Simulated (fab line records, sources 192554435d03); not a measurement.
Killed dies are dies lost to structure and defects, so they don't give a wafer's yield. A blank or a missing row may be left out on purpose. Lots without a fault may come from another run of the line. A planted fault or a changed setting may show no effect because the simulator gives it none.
fab line records | flow n5_finfet | part 1 of 2: steps 1 to 20 of 30
record lots=5 wafers=15 last_day=15
route steps=1938 shown BEOL_M14@1743
lots that met no fault: from a run of the same line without faults
start_h: hours from the record's first day to the start of the lot's first wafer shown | wait_h: hours since the lot's step before | " the same as in the row above | L1.1+2: a row that stands for several wafers | - no value, or no start given | * or withheld: withheld | < > ~ a bound
route shown NAME@n: a module of which the file shows steps, and the number in the route of the first | usual: mean/standard deviation of fault-free wafers | same: alike in all rows | chamber/n: place in a boat | sites: the reading at each site | _std_site: their standard deviation | _edge_site: outer sites' mean less inner sites' | radius_mm: how far each site lies from the wafer's centre | mask NAME#n: copy n | behind: the tool/chamber that last shaped the wafer | hold: why the lot was held/for how many hours/how that ended | device: the transistor (n, p or np) that didn't switch | end of line: the same wafers' tests at the end of the route | a step without rows: its recipe alone | killed: dies lost to structure and defects at the first sort, not the wafer's yield | map: a wafer's dies, x killed, . not, _ none there
set.NAME: the setting as run; set.NAME@STEP: as run at that earlier step | model.NAME: the simulator's own value behind a step, which no gauge read
lots at some steps of the route; a table a step, a row a wafer
services: from which hour (start_h, from the record's first day; less than 0 if before it) a tool's chamber was out of use, for how many hours, and why
## steps
# step N5_BEOL_M14_PEB_26
# recipe peb_temp_c=130 peb_time_s=90
# usual exhaust_pa=45.1/0.98
# columns lot.wafer tool chamber start_h wait_h exhaust_pa
L076.1 litho_track-01 0 255.25 0.1 44.1
L076.2 " 0 " " 45.9
L076.5 " 0 " " 43.8
L081.3 litho_track-01 0 279.71 0.0 45.5
L081.4 " 0 " " 44.0
L081.6 " 0 " " 45.3
L085.1 litho_track-01 0 302.90 0.1 43.4
L085.3 " 0 " " 43.5
L085.5 " 0 " " 45.3
L087.3 litho_track-02 0 326.36 0.0 47.7
L087.4 " 0 " " 47.9
L087.5 " 0 " " 44.7
L086.3 litho_track-01 0 328.93 0.0 44.8
L086.5 " 0 " " 44.8
L086.6 " 0 " " 44.9
# step N5_BEOL_M14_DEVELOP_27
# recipe develop_time_s=45 rinse_liquid=diw dry=air_spin dev_temp_c=21
# usual exhaust_pa=44.8/0.8
# columns lot.wafer tool chamber start_h wait_h exhaust_pa
L076.1 litho_track-01 0 - - 46.2
L076.2 " 0 " " 46.0
L076.5 " 0 " " 44.9
L081.3 litho_track-01 0 - - 43.4
L081.4 " 0 " " 44.4
L081.6 " 0 " " 45.5
L085.1 litho_track-01 0 - - 44.9
L085.3 " 0 " " 43.6
L085.5 " 0 " " 43.9
L087.3 litho_track-02 0 - - 45.1
L087.4 " 0 " " 44.1
L087.5 " 0 " " 45.3
L086.3 litho_track-01 0 - - 43.6
L086.5 " 0 " " 43.4
L086.6 " 0 " " 44.2
# step N5_BEOL_M14_HARDBAKE_32
# recipe temp_c=130 time_s=120
# usual exhaust_pa=45.0/0.85
# columns lot.wafer tool chamber start_h wait_h exhaust_pa
L076.1 litho_track-01 0 - - 44.6
L076.2 " 0 " " 44.9
L076.5 " 0 " " 44.8
L081.3 litho_track-01 0 - - 44.8
L081.4 " 0 " " 45.3
L081.6 " 0 " " 44.9
L085.1 litho_track-01 0 - - 45.0
L085.3 " 0 " " 44.2
L085.5 " 0 " " 43.6
L087.3 litho_track-02 0 - - 45.8
L087.4 " 0 " " 44.8
L087.5 " 0 " " 45.2
L086.3 litho_track-01 0 - - 45.1
L086.5 " 0 " " 44.6
L086.6 " 0 " " 45.9
# step N5_BEOL_M14_CD_MEAS_28
# recipe target_cd_nm=284.4 landing_energy_ev=500 detector=se_inlens
# usual cd_nm=284.6/1.7
# same landing_energy_ev=500
# columns lot.wafer tool chamber start_h wait_h cd_nm
L076.1 cd_sem-03 0 255.36 - 287.3
L076.2 " 0 " " 286.3
L076.5 " 0 " " 286.5
L081.3 cd_sem-01 0 279.83 - 285.1
L081.4 " 0 " " 285.0
L081.6 " 0 " " 285.1
L085.1 cd_sem-01 0 303.02 - 284.3
L085.3 " 0 " " 284.0
L085.5 " 0 " " 286.1
L087.3 cd_sem-01 0 326.48 - 284.4
L087.4 " 0 " " 286.1
L087.5 " 0 " " 283.2
L086.3 cd_sem-01 0 329.04 - 289.2
L086.5 " 0 " " 287.0
L086.6 " 0 " " 285.0
# step N5_BEOL_M14_OVL_MEAS_29
# recipe points_per_wafer=44
# usual M14_OVL=-1/5.4
# columns lot.wafer tool chamber start_h wait_h M14_OVL[nm]
L076.1 overlay-01 0 255.39 0.0 -3
L076.2 " 0 " " 1
L076.5 " 0 " " 1
L081.3 overlay-01 0 279.86 0.0 -5
L081.4 " 0 " " -7
L081.6 " 0 " " -4
L085.1 overlay-02 0 303.05 0.0 3
L085.3 " 0 " " -3
L085.5 " 0 " " -2
L087.3 overlay-01 0 326.51 0.0 -4
L087.4 " 0 " " -4
L087.5 " 0 " " -6
L086.3 overlay-02 0 329.07 0.0 1
L086.5 " 0 " " -3
L086.6 " 0 " " 3
# step N5_BEOL_M14_INSPECT_30
# recipe mode=adi inspect_instrument=macro
# usual raw_defect_count=2.0/1.4
# columns lot.wafer tool chamber start_h wait_h raw_defect_count
L076.1 defect_inspect-02 - 255.42 0.0 2
L076.2 " - " " 1
L076.5 " - " " 4
L081.3 defect_inspect-02 - 279.88 0.0 1
L081.4 " - " " 2
L081.6 " - " " 4
L085.1 defect_inspect-01 - 303.07 0.0 1
L085.3 " - " " 5
L085.5 " - " " 2
L087.3 defect_inspect-01 - 326.53 0.0 1
L087.4 " - " " 1
L087.5 " - " " 1
L086.3 defect_inspect-02 - 329.09 0.0 2
L086.5 " - " " 1
L086.6 " - " " 1
# step N5_BEOL_M14_DESCUM_33
# recipe chemistry=O2 time_s=7.9 source_power_w=50 bias_power_w=20 pressure_mtorr=20 rf_frequency_hz=2.712e+07 temp_c=40 o2_flow_sccm=225
# usual drypump_motor_current_A=5.4/0.38 oes_product_au=0.78/0.095 rf_vpp_V=243.0/1.6 showerhead_plenum_p_Torr=2.07/0.085 temp_c=40.01/0.098 throttle_valve_pct=20.35/0.15
# columns lot.wafer tool chamber start_h wait_h drypump_motor_current_A oes_product_au rf_hours_counter_h rf_vpp_V showerhead_plenum_p_Torr temp_c throttle_valve_pct
L076.1 rie_diel-02 3 255.45 0.0 5.4 0.86 65 244.4 2.11 40.13 20.29
L076.2 " 2 " " 5.9 0.69 228 245.1 2.14 40.08 20.49
L076.5 " 3 " " 5.3 0.87 - 244.1 2.11 39.93 20.29
L081.3 rie_diel-04 0 279.92 0.0 5.8 0.68 227 242.2 1.96 40.12 20.52
L081.4 " 1 " " 5.3 0.69 246 245.7 2.14 40.15 20.58
L081.6 " 0 " " 5.9 0.68 - 240.6 1.96 40.06 20.54
L085.1 rie_diel-05 2 303.62 0.6 5.9 0.67 239 244.5 2.16 39.95 20.47
L085.3 " 1 " " 5.5 0.70 232 241.3 1.96 39.98 20.43
L085.5 " 0 " " 4.9 0.75 - 243.0 2.10 39.90 20.08
L087.3 rie_diel-04 3 326.56 0.0 5.7 0.66 246 240.9 1.95 39.99 20.36
L087.4 " 0 " " 5.9 0.66 246 242.9 1.96 40.13 20.57
L087.5 " 3 " " 5.6 0.67 - 240.3 1.95 40.20 20.38
L086.3 rie_diel-04 3 329.13 0.0 5.7 0.67 247 241.6 1.95 40.06 20.36
L086.5 " 1 " " 5.3 0.95 - 244.4 2.13 40.05 20.31
L086.6 " 0 " " 5.9 0.66 - 241.5 1.96 40.11 20.55
# step N5_BEOL_M14_ETCH_67
# recipe chemistry=CF4 target=SiARC target_depth_a=1430 time_s=238.3 ion_energy_ev=80 pressure_mtorr=40 source_w=545 bias_w=36 Ar_flow_sccm=100 cf4_flow_sccm=100 ends=cleared
# usual drypump_motor_current_A=5.4/0.38 etch_rf_on_time_s=242/4.7 oes_product_au=0.66/0.08 rf_vpp_V=183.8/1.3 showerhead_plenum_p_Torr=2.13/0.081 throttle_valve_pct=15.61/0.19
# columns lot.wafer tool chamber start_h wait_h drypump_motor_current_A etch_rf_on_time_s oes_product_au rf_hours_counter_h rf_vpp_V showerhead_plenum_p_Torr throttle_valve_pct
L076.1 rie_diel-02 3 255.49 0.0 5.4 241 0.72 65 184.4 2.18 15.59
L076.2 " 2 " " 5.9 236 0.60 228 183.9 2.20 15.86
L076.5 " 3 " " 5.4 240 0.72 - 183.7 2.18 15.61
L081.3 rie_diel-04 0 279.95 0.0 5.9 241 0.58 227 182.5 2.04 15.89
L081.4 " 1 " " 5.3 239 0.59 246 182.6 2.20 15.92
L081.6 " 0 " " 5.9 242 0.58 - 183.5 2.04 15.88
L085.1 rie_diel-05 2 303.66 0.0 5.9 240 0.58 239 185.6 2.20 15.69
L085.3 " 1 " " 5.5 245 0.60 232 182.6 2.04 15.85
L085.5 " 0 " " 5.0 241 0.64 - 185.7 2.15 15.34
L087.3 rie_diel-04 3 326.60 0.0 5.7 243 0.56 246 181.9 2.02 15.77
L087.4 " 0 " " 5.9 241 0.57 246 182.5 2.03 15.92
L087.5 " 3 " " 5.6 243 0.57 - 182.8 2.02 15.77
L086.3 rie_diel-04 3 329.16 0.0 5.6 245 0.57 247 182.2 2.02 15.76
L086.5 " 1 " " 5.3 235 0.81 - 185.2 2.19 15.47
L086.6 " 0 " " 5.9 246 0.57 - 182.9 2.03 15.92
# step N5_BEOL_M14_ETCH_68
# recipe chemistry=N2/H2 target=SOC mask_material=SiARC source_w=3000 bias_w=350 temp_c=40 time_s=450 ion_energy_ev=200 pressure_mtorr=30 n2_flow_sccm=200 h2_flow_sccm=200
# usual drypump_motor_current_A=5.4/0.38 oes_product_au=0.78/0.094 rf_vpp_V=524/3.1 showerhead_plenum_p_Torr=2.53/0.1 temp_c=39.99/0.12 throttle_valve_pct=17.73/0.2
# columns lot.wafer tool chamber start_h wait_h drypump_motor_current_A oes_product_au rf_hours_counter_h rf_vpp_V showerhead_plenum_p_Torr temp_c throttle_valve_pct
L076.1 rie_diel-02 3 255.63 0.1 5.4 0.86 65 524 2.56 40.29 17.57
L076.2 " 2 " " 5.9 0.69 228 528 2.63 40.08 18.01
L076.5 " 3 " " 5.4 0.86 - 526 2.56 40.23 17.58
L081.3 rie_diel-04 0 280.10 0.1 5.9 0.67 227 519 2.41 40.00 18.02
L081.4 " 1 " " 5.3 0.68 246 528 2.59 39.79 17.96
L081.6 " 0 " " 5.9 0.67 - 519 2.41 40.12 18.00
L085.1 rie_diel-05 2 303.80 0.1 5.9 0.69 239 526 2.62 40.04 17.89
L085.3 " 1 " " 5.4 0.71 232 521 2.41 40.09 18.00
L085.5 " 0 " " 4.9 0.76 - 523 2.56 39.98 17.46
L087.3 rie_diel-04 3 326.75 0.1 5.6 0.68 246 521 2.40 40.19 17.88
L087.4 " 0 " " 5.8 0.67 246 520 2.40 39.88 18.04
L087.5 " 3 " " 5.7 0.68 - 520 2.40 39.99 17.88
L086.3 rie_diel-04 3 329.31 0.1 5.6 0.67 247 520 2.40 40.02 17.89
L086.5 " 1 " " 5.3 0.94 - 525 2.59 39.72 17.59
L086.6 " 0 " " 5.9 0.65 - 521 2.40 40.14 18.04
# step N5_BEOL_M14_STRIP_69
# recipe chemistry=N2/H2 temp_c=40 n2_flow_sccm=200 h2_flow_sccm=200 rf_frequency_hz=6e+07
# columns lot.wafer tool chamber start_h wait_h
L076.1+2+5 rie_diel-02 3,2,3 255.90 0.1
L081.3+4+6 rie_diel-04 0,1,0 280.36 0.1
L085.1+3+5 rie_diel-05 2,1,0 304.07 0.1
L087.3+4+5 rie_diel-04 3,0,3 327.01 0.1
L086.3+5+6 rie_diel-04 3,1,0 329.57 0.1
# step N5_BEOL_M14_TRENCH_ETCH_34
# recipe chemistry=C4F8/O2/Ar target=SiO2 target_depth_a=5566.5 mask_material=SOC he_inner_torr=15 he_outer_torr=30 time_s=126.9 ion_energy_ev=800 pressure_mtorr=20 source_w=1905 bias_w=2040 Ar_flow_sccm=400 C4F8_flow_sccm=16 O2_flow_sccm=12
# usual drypump_motor_current_A=5.4/0.38 oes_product_au=0.77/0.095 rf_vpp_V=2226/24 showerhead_plenum_p_Torr=3.42/0.13 throttle_valve_pct=30.84/0.25
# columns lot.wafer tool chamber start_h wait_h drypump_motor_current_A oes_product_au rf_hours_counter_h rf_vpp_V showerhead_plenum_p_Torr throttle_valve_pct
L076.1 rie_diel-02 3 255.91 0.0 5.4 0.85 65 2214 3.47 30.79
L076.2 " 2 " " 5.9 0.70 228 2178 3.53 30.91
L076.5 " 3 " " 5.4 0.85 - 2211 3.47 30.77
L081.3 rie_diel-04 0 280.37 0.0 5.9 0.67 228 2199 3.27 31.10
L081.4 " 1 " " 5.3 0.68 247 2206 3.54 31.16
L081.6 " 0 " " 5.9 0.67 - 2198 3.27 31.10
L085.1 rie_diel-05 2 304.08 0.0 5.9 0.67 239 2235 3.52 30.77
L085.3 " 1 " " 5.5 0.69 232 2242 3.29 31.17
L085.5 " 0 " " 5.0 0.75 - 2216 3.43 30.28
L087.3 rie_diel-04 3 327.02 0.0 5.6 0.66 246 2265 3.24 30.70
L087.4 " 0 " " 5.9 0.65 246 2197 3.26 31.11
L087.5 " 3 " " 5.6 0.65 - 2265 3.24 30.71
L086.3 rie_diel-04 3 329.58 0.0 5.7 0.66 247 2264 3.24 30.72
L086.5 " 1 " " 5.3 0.94 - 2205 3.53 31.08
L086.6 " 0 " " 5.9 0.65 - 2196 3.26 31.13
# step N5_BEOL_M14_STRIP_70
# recipe chemistry=C4F8/O2/Ar resist=SiARC rf_frequency_hz=6e+07
# columns lot.wafer tool chamber start_h wait_h
L076.1+2+5 rie_diel-02 3,2,3 256.02 0.1
L081.3+4+6 rie_diel-04 0,1,0 280.49 0.1
L085.1+3+5 rie_diel-05 2,1,0 304.19 0.1
L087.3+4+5 rie_diel-04 3,0,3 327.13 0.1
L086.3+5+6 rie_diel-04 3,1,0 329.70 0.1
# step N5_BEOL_M14_OCD_MEAS_35
# usual trench_depth_nm=547/12
# columns lot.wafer tool chamber start_h wait_h trench_depth_nm
L076.1 ocd-01 - 256.06 0.0 552
L076.2 " - " " 558
L076.5 " - " " 553
L081.3 ocd-01 - 280.53 0.0 534
L081.4 " - " " 541
L081.6 " - " " 538
L085.1 ocd-02 - 304.23 0.0 544
L085.3 " - " " 530
L085.5 " - " " 542
L087.3 ocd-01 - 327.18 0.0 530
L087.4 " - " " 535
L087.5 " - " " 531
L086.3 ocd-01 - 329.74 0.0 542
L086.5 " - " " 568
L086.6 " - " " 540
# step N5_BEOL_M14_STRIP_37
# recipe chemistry=O2 power_w=600 temp_c=60 pressure_mtorr=30 rf_frequency_hz=6e+07 bias_power_w=0 overash_fraction=0.3 o2_flow_sccm=225
# usual drypump_motor_current_A=5.4/0.38 oes_product_au=0.77/0.089 rf_vpp_V=3.6/0.92 showerhead_plenum_p_Torr=2.09/0.083 temp_c=59.99/0.12 throttle_valve_pct=16.61/0.16
# columns lot.wafer tool chamber start_h wait_h drypump_motor_current_A oes_product_au rf_hours_counter_h rf_vpp_V showerhead_plenum_p_Torr temp_c throttle_valve_pct
L076.1 rie_diel-05 2 256.10 0.0 5.9 0.69 223 3.0 2.17 60.11 16.72
L076.2 " 0 " " 4.9 0.78 98 6.3 2.11 60.26 16.30
L076.5 " 0 " " 4.9 0.76 - 2.1 2.11 60.15 16.34
L081.3 rie_diel-02 1 282.03 1.5 5.0 0.80 70 4.3 2.14 60.00 16.50
L081.4 " 3 " " 5.4 0.84 73 3.4 2.12 60.02 16.58
L081.6 " 2 " " 5.9 0.69 - 3.2 2.14 60.11 16.86
L085.1 rie_diel-05 2 304.55 0.3 5.9 0.68 239 3.8 2.17 59.92 16.73
L085.3 " 1 " " 5.6 0.71 232 3.3 1.96 59.78 16.69
L085.5 " 1 " " 5.5 0.71 - 3.4 1.96 59.93 16.75
L087.3 rie_diel-04 2 327.21 0.0 4.8 0.80 93 4.2 2.04 59.94 16.69
L087.4 " 3 " " 5.6 0.67 246 3.7 1.96 59.87 16.72
L087.5 " 1 " " 5.3 0.93 - 4.0 2.14 59.81 16.48
L086.3 rie_diel-05 1 330.34 0.6 5.5 0.70 241 3.3 1.96 59.93 16.77
L086.5 " 0 " " 5.0 0.75 - 3.6 2.10 59.97 16.38
L086.6 " 3 " " 5.7 0.82 - 3.1 2.19 60.01 16.51
# step N5_BEOL_M14_ETCH_38
# recipe chemistry=CF4/N2 target=SiCN target_depth_a=1065 taper_deg=2 time_s=120.6 ion_energy_ev=150 mask_material=SiO2 pressure_mtorr=40 source_w=430 bias_w=70 Ar_flow_sccm=100 cf4_flow_sccm=60 n2_flow_sccm=60
# usual drypump_motor_current_A=5.4/0.38 oes_product_au=0.77/0.09 rf_vpp_V=382.3/2.3 showerhead_plenum_p_Torr=2.21/0.08 throttle_valve_pct=15.43/0.19
# columns lot.wafer tool chamber start_h wait_h drypump_motor_current_A oes_product_au rf_hours_counter_h rf_vpp_V showerhead_plenum_p_Torr throttle_valve_pct
L076.1 rie_diel-05 2 - - 5.9 0.69 223 383.8 2.28 15.50
L076.2 " 0 " " 5.0 0.78 99 381.7 2.22 15.14
L076.5 " 0 " " 5.0 0.78 - 383.4 2.22 15.13
L081.3 rie_diel-02 1 - - 5.0 0.82 70 383.8 2.24 15.21
L081.4 " 3 " " 5.4 0.84 73 384.3 2.24 15.39
L081.6 " 2 " " 5.9 0.70 - 384.3 2.27 15.74
L085.1 rie_diel-05 2 - - 5.9 0.68 239 383.4 2.27 15.51
L085.3 " 1 " " 5.5 0.69 232 378.9 2.10 15.70
L085.5 " 1 " " 5.5 0.69 - 379.2 2.10 15.70
L087.3 rie_diel-04 2 - - 4.8 0.81 93 381.3 2.14 15.39
L087.4 " 3 " " 5.7 0.66 246 380.4 2.08 15.61
L087.5 " 1 " " 5.3 0.94 - 383.9 2.26 15.28
L086.3 rie_diel-05 1 - - 5.5 0.70 241 379.0 2.10 15.69
L086.5 " 0 " " 4.9 0.75 - 383.0 2.21 15.19
L086.6 " 3 " " 5.7 0.80 - 386.3 2.32 15.34
# step N5_BEOL_M14_PRECLEAN_39
# recipe chemistry=residue_remover time_s=60 temp_c=40
# usual temp_c=39.99/0.11
# columns lot.wafer tool chamber start_h wait_h temp_c
L076.1 wet_bench-05 0 256.30 - 40.09
L076.2 " 5 " " 40.07
L076.5 " 7 " " 39.96
L081.3 wet_bench-05 2 282.22 - 39.95
L081.4 " 7 " " 40.06
L081.6 " 6 " " 40.21
L085.1 wet_bench-06 4 304.74 - 39.97
L085.3 " 3 " " 39.99
L085.5 " 7 " " 39.84
L087.3 wet_bench-06 0 327.41 - 39.89
L087.4 " 7 " " 40.06
L087.5 " 6 " " 39.96
L086.3 wet_bench-01 1 330.54 - 40.06
L086.5 " 7 " " 40.11
L086.6 " 5 " " 39.98
# step N5_BEOL_M14_SRD_40
# recipe time_s=30 temp_c=23 rinse_liquid=diw dry=n2_spin spin_rpm=1500 dry_time_s=30
# usual temp_c=23.00/0.1
# columns lot.wafer tool chamber start_h wait_h temp_c
L076.1 wet_bench-05 0 256.32 0.0 22.88
L076.2 " 5 " " 22.93
L076.5 " 7 " " 23.13
L081.3 wet_bench-05 2 282.24 0.0 22.87
L081.4 " 7 " " 23.03
L081.6 " 6 " " 23.16
L085.1 wet_bench-06 4 304.76 0.0 22.99
L085.3 " 3 " " 23.02
L085.5 " 7 " " 23.03
L087.3 wet_bench-06 0 327.43 0.0 23.21
L087.4 " 7 " " 22.89
L087.5 " 6 " " 23.03
L086.3 wet_bench-01 1 330.56 0.0 23.02
L086.5 " 7 " " 23.13
L086.6 " 5 " " 23.04
# step N5_BEOL_M14_DEGAS_41
# recipe ambient=vacuum temp_c=300 time_s=60
# usual heater_power_w=491/91
# columns lot.wafer tool chamber start_h wait_h heater_power_w
L076.1 pvd_sputter-03 - 256.81 0.5 466
L076.2 " - " " 663
L076.5 " - " " 655
L081.3 pvd_sputter-02 - 282.68 0.4 572
L081.4 " - " " 512
L081.6 " - " " 578
L085.1 pvd_sputter-03 - 305.06 0.3 452
L085.3 " - " " 664
L085.5 " - " " 384
L087.3 pvd_sputter-03 - 327.76 0.3 461
L087.4 " - " " 687
L087.5 " - " " 425
L086.3 pvd_sputter-03 - 330.62 0.0 472
L086.5 " - " " 428
L086.6 " - " " 393
# step N5_BEOL_M14_PRE_CLEAN_42
# recipe gas=H2/He time_s=30 temp_c=300
# usual heater_power_w=491/89
# columns lot.wafer tool chamber start_h wait_h heater_power_w
L076.1 pvd_sputter-03 - 256.85 0.0 473
L076.2 " - " " 660
L076.5 " - " " 672
L081.3 pvd_sputter-02 - 282.72 0.0 564
L081.4 " - " " 521
L081.6 " - " " 568
L085.1 pvd_sputter-03 - 305.10 0.0 456
L085.3 " - " " 662
L085.5 " - " " 388
L087.3 pvd_sputter-03 - 327.80 0.0 468
L087.4 " - " " 668
L087.5 " - " " 431
L086.3 pvd_sputter-03 - 330.66 0.0 463
L086.5 " - " " 428
L086.6 " - " " 385
# step N5_BEOL_M14_SPUTTER_43
# recipe material=TaN target_thk_a=150 temp_c=50 bias_v=168.6 power_w=15000 chamber_pressure_pa=0.12 time_s=24.19
# usual throttle_valve_pct=29.6/1.1
# columns lot.wafer tool chamber start_h wait_h throttle_valve_pct
L076.1 pvd_sputter-03 - 256.89 0.0 29.7
L076.2 " - " " 27.7
L076.5 " - " " 28.0
L081.3 pvd_sputter-02 - 282.76 0.0 30.2
L081.4 " - " " 29.7
L081.6 " - " " 30.5
L085.1 pvd_sputter-03 - 305.14 0.0 29.8
L085.3 " - " " 28.1
L085.5 " - " " 31.1
L087.3 pvd_sputter-03 - 327.84 0.0 29.8
L087.4 " - " " 27.5
L087.5 " - " " 29.4
L086.3 pvd_sputter-03 - 330.70 0.0 29.8
L086.5 " - " " 29.3
L086.6 " - " " 31.4
